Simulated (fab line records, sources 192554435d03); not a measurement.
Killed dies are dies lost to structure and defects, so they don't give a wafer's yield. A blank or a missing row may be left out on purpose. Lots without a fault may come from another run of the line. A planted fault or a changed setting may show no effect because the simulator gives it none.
Which tool did it? | flow n5_finfet | 11 lots, 28 wafers sampled, at 6 steps of a route of 1938

WHAT THE GAUGES READ, wafer by wafer
N5_BEOL_M4_THK_MEAS_01.
lot  | measured     | on            | M4_ILD_THK (nm)
L319 | day 8 07:19  | film_metro-01 | 77.4 79.3 79.5
L321 | day 8 12:48  | film_metro-02 | 77.9 80.0 80.6
L322 | day 8 14:18  | film_metro-01 | 125.8 124.5 78.4
L324 | day 9 09:46  | film_metro-01 | 127.6 81.3
L327 | day 9 21:28  | film_metro-02 | 125.8 80.4
L333 | day 11 12:21 | film_metro-01 | 79.7 81.3 80.9
L335 | day 13 08:19 | film_metro-02 | 79.5 80.8
L337 | day 13 10:15 | film_metro-02 | 78.9 79.8
L338 | day 13 14:05 | film_metro-01 | 79.3 79.9 82.2
L339 | day 13 16:48 | film_metro-01 | 79.2 78.3 80.9
L341 | day 14 02:23 | film_metro-02 | 77.4 77.9

N5_BEOL_M4_RC_MEAS_101.
lot  | measured     | on        | DIBL_N (mV/V)  | DIBL_P (mV/V)  | IOFF_N (nA/um) | IOFF_P (nA/um) | ION_N (uA/um) | ION_P (uA/um) | SS_N (mV/dec)  | SS_P (mV/dec)  | VT_N (mV)   | VT_P (mV)
L319 | day 8 17:01  | prober-01 | 34.4 33.4 35.9 | 34.0 33.2 36.3 | 0.15 0.13 0.18 | 0.20 0.17 0.23 | 677 665 684   | 472 455 463   | 70.9 70.7 71.7 | 73.2 73.0 73.2 | 249 250 245 | -249 -254 -247
L321 | day 9 01:14  | prober-01 | 39.2 38.1 39.9 | 39.5 37.7 41.7 | 0.23 0.19 0.27 | 0.27 0.23 0.32 | 705 689 712   | 473 468 482   | 71.8 72.9 72.1 | 74.0 73.8 74.1 | 243 248 242 | -247 -252 -243
L322 | day 9 11:02  | prober-02 | 35.2           | 31.8           | 0.11           | 0.15           | 652           | 450           | 70.9           | 71.9           | 257         | -256
L324 | day 9 18:22  | prober-02 | 35.9           | 35.8           | 0.15           | 0.22           | 673           | 464           | 71.1           | 73.9           | 248         | -246
L327 | day 10 12:38 | prober-02 | 33.3           | 34.3           | 0.13           | 0.22           | 670           | 473           | 70.9           | 73.4           | 250         | -246
L333 | day 11 21:05 | prober-02 | 38.8 36.3 38.8 | 39.7 36.9 39.1 | 0.18 0.14 0.19 | 0.22 0.18 0.21 | 674 662 680   | 452 447 457   | 71.9 71.5 72.1 | 74.1 73.4 73.1 | 250 252 248 | -254 -256 -252
L335 | day 13 17:26 | prober-01 | 39.4 39.5      | 40.3 40.7      | 0.22 0.21      | 0.30 0.31      | 684 675       | 479 470       | 73.5 72.4      | 74.3 74.2      | 247 250     | -246 -244
L337 | day 13 20:22 | prober-01 | 37.3 39.4      | 36.5 38.5      | 0.15 0.18      | 0.20 0.23      | 673 673       | 461 456       | 71.4 72.3      | 73.8 74.2      | 254 254     | -255 -252
L338 | day 14 01:07 | prober-02 | 38.3 37.0 36.4 | 36.8 34.8 35.6 | 0.17 0.15 0.15 | 0.22 0.20 0.21 | 676 687 677   | 462 465 474   | 71.4 71.8 71.5 | 73.8 72.7 73.0 | 248 250 250 | -248 -249 -249
L339 | day 14 21:18 | prober-02 | 35.5 36.6 38.1 | 36.1 37.3 39.4 | 0.15 0.17 0.23 | 0.19 0.22 0.26 | 678 667 704   | 459 457 473   | 71.7 71.9 72.0 | 73.9 74.1 74.4 | 251 248 242 | -252 -249 -248
L341 | day 15 00:02 | prober-02 | 37.5 38.1      | 36.9 37.8      | 0.18 0.20      | 0.25 0.27      | 675 677       | 466 463       | 72.0 72.2      | 73.6 74.2      | 251 248     | -249 -245

WHICH TOOL RAN EACH LOT (tool, then ch and the chambers of the sampled wafers, then the start)
lot  | N5_BEOL_M3_SPUTTER_92        | N5_BEOL_M3_SPUTTER_94        | N5_BEOL_M4_ILD_DEP_00          | N5_BEOL_M4_HM_DEP_02
L319 | pvd_sputter-03, day 8 05:42  | pvd_sputter-03, day 8 05:55  | pecvd-03 ch 0,1, day 8 07:15   | pvd_sputter-02, day 8 07:44
L321 | pvd_sputter-03, day 8 10:37  | pvd_sputter-03, day 8 10:50  | pecvd-01 ch 0,1,2, day 8 12:44 | pvd_sputter-03, day 8 13:06
L322 | pvd_sputter-01, day 8 12:35  | pvd_sputter-01, day 8 12:48  | pecvd-03 ch 0,1, day 8 14:14   | pvd_sputter-02, day 8 15:38
L324 | pvd_sputter-01, day 9 07:26  | pvd_sputter-01, day 9 07:40  | pecvd-03 ch 2, day 9 09:42     | pvd_sputter-02, day 9 11:28
L327 | pvd_sputter-01, day 9 19:51  | pvd_sputter-01, day 9 20:04  | pecvd-03 ch 1, day 9 21:24     | pvd_sputter-01, day 9 22:56
L333 | pvd_sputter-01, day 11 10:28 | pvd_sputter-01, day 11 10:41 | pecvd-01 ch 0,2, day 11 12:16  | pvd_sputter-03, day 11 12:28
L335 | pvd_sputter-02, day 13 06:41 | pvd_sputter-02, day 13 06:55 | pecvd-03 ch 1, day 13 08:14    | pvd_sputter-03, day 13 09:34
L337 | pvd_sputter-02, day 13 08:37 | pvd_sputter-02, day 13 08:50 | pecvd-03 ch 0,2, day 13 10:11  | pvd_sputter-03, day 13 12:38
L338 | pvd_sputter-02, day 13 12:25 | pvd_sputter-02, day 13 12:38 | pecvd-03 ch 0,1, day 13 14:01  | pvd_sputter-02, day 13 15:56
L339 | pvd_sputter-01, day 13 15:10 | pvd_sputter-01, day 13 15:23 | pecvd-03 ch 0,1, day 13 16:44  | pvd_sputter-01, day 13 19:08
L341 | pvd_sputter-01, day 14 00:46 | pvd_sputter-01, day 14 00:59 | pecvd-02 ch 0,1, day 14 02:19  | pvd_sputter-02, day 14 03:13
- N5_BEOL_M3_SPUTTER_92: material Cu, target thk 4.5 nm, time 8.29 s.
- N5_BEOL_M3_SPUTTER_94: material Cu, target thk 4.5 nm, time 8.29 s.
- N5_BEOL_M4_ILD_DEP_00: deposits SiOC from DEMS/O2, target thk 79 nm, time 15.3 s.
- N5_BEOL_M4_HM_DEP_02: deposits TiN, target thk 20 nm.

WHAT THE TOOLS THEMSELVES READ (means of the sampled wafers that have a number; where no wafer has one, the mark that the record gives instead)
N5_BEOL_M3_SPUTTER_92.
lot  | tool           | throttle_valve_pct (%)
L319 | pvd_sputter-03 | 31.4
L321 | pvd_sputter-03 | 30.7
L322 | pvd_sputter-01 | 30.7
L324 | pvd_sputter-01 | 30.7
L327 | pvd_sputter-01 | 30.6
L333 | pvd_sputter-01 | 30.7
L335 | pvd_sputter-02 | 29.1
L337 | pvd_sputter-02 | 28.8
L338 | pvd_sputter-02 | 29.3
L339 | pvd_sputter-01 | 30.5
L341 | pvd_sputter-01 | 31.3

N5_BEOL_M3_SPUTTER_94.
lot  | tool           | throttle_valve_pct (%)
L319 | pvd_sputter-03 | 31.4
L321 | pvd_sputter-03 | 30.7
L322 | pvd_sputter-01 | 30.8
L324 | pvd_sputter-01 | 30.6
L327 | pvd_sputter-01 | 30.6
L333 | pvd_sputter-01 | 30.9
L335 | pvd_sputter-02 | 29.1
L337 | pvd_sputter-02 | 28.8
L338 | pvd_sputter-02 | 29.3
L339 | pvd_sputter-01 | 30.9
L341 | pvd_sputter-01 | 31.3

N5_BEOL_M4_ILD_DEP_00.
lot  | tool     | heater_power_w (W) | showerhead_plenum_p_Torr (Torr) | throttle_valve_pct (%)
L319 | pecvd-03 | 497                | 5.707                           | 11.4
L321 | pecvd-01 | 525                | 5.704                           | 12.0
L322 | pecvd-03 | 439                | 5.701                           | 11.7
L324 | pecvd-03 | 463                | 5.718                           | 12.1
L327 | pecvd-03 | 490                | 5.700                           | 11.6
L333 | pecvd-01 | 478                | 5.704                           | 12.1
L335 | pecvd-03 | 535                | 5.697                           | 11.6
L337 | pecvd-03 | 409                | 5.707                           | 11.2
L338 | pecvd-03 | 439                | 5.704                           | 11.6
L339 | pecvd-03 | 490                | 5.702                           | 11.5
L341 | pecvd-02 | 462                | 5.703                           | 12.3

N5_BEOL_M4_HM_DEP_02.
lot  | tool           | throttle_valve_pct (%)
L319 | pvd_sputter-02 | 29.3
L321 | pvd_sputter-03 | 31.7
L322 | pvd_sputter-02 | 29.2
L324 | pvd_sputter-02 | 29.2
L327 | pvd_sputter-01 | 30.7
L333 | pvd_sputter-03 | 31.4
L335 | pvd_sputter-03 | 30.8
L337 | pvd_sputter-03 | 31.6
L338 | pvd_sputter-02 | 29.0
L339 | pvd_sputter-01 | 31.1
L341 | pvd_sputter-02 | 29.4

THE ANSWER, worked out from the rows above alone
Rule: what is usual is taken from the lots themselves. Put in order of their means at a reading, lots are off if they are a third of the lots or fewer, leave a main group of 4 or more, and stand apart from it by a gap of 3 or more times the standard deviation of the main group's means; of several such gaps the widest counts. A main group whose means are all the same, to the digits that the tables above print for the reading, isn't used. A lot without any number at a reading at which 4 lots or more have one is off too. The other lots that the step has rows for count as sound. The gauges are gone through in route order, then the tools' own readings, and for those a lot's mean is taken as printed above. The first step at which some lot is off is used, and at that step the reading that is off furthest; a lot without a number counts as furthest.
Off: L322, L324, L327, at N5_BEOL_M4_THK_MEAS_01 (M4_ILD_THK). The main group: mean 79.5 nm, standard deviation 0.91.
A tool fits if, at a process step before that reading, it ran every lot that is off, and no sound lot after the first of them. The gauges at N5_BEOL_M4_THK_MEAS_01 are tried like those tools. None of those tried fits.

WHAT THE SIMULATOR HAD PUT IN
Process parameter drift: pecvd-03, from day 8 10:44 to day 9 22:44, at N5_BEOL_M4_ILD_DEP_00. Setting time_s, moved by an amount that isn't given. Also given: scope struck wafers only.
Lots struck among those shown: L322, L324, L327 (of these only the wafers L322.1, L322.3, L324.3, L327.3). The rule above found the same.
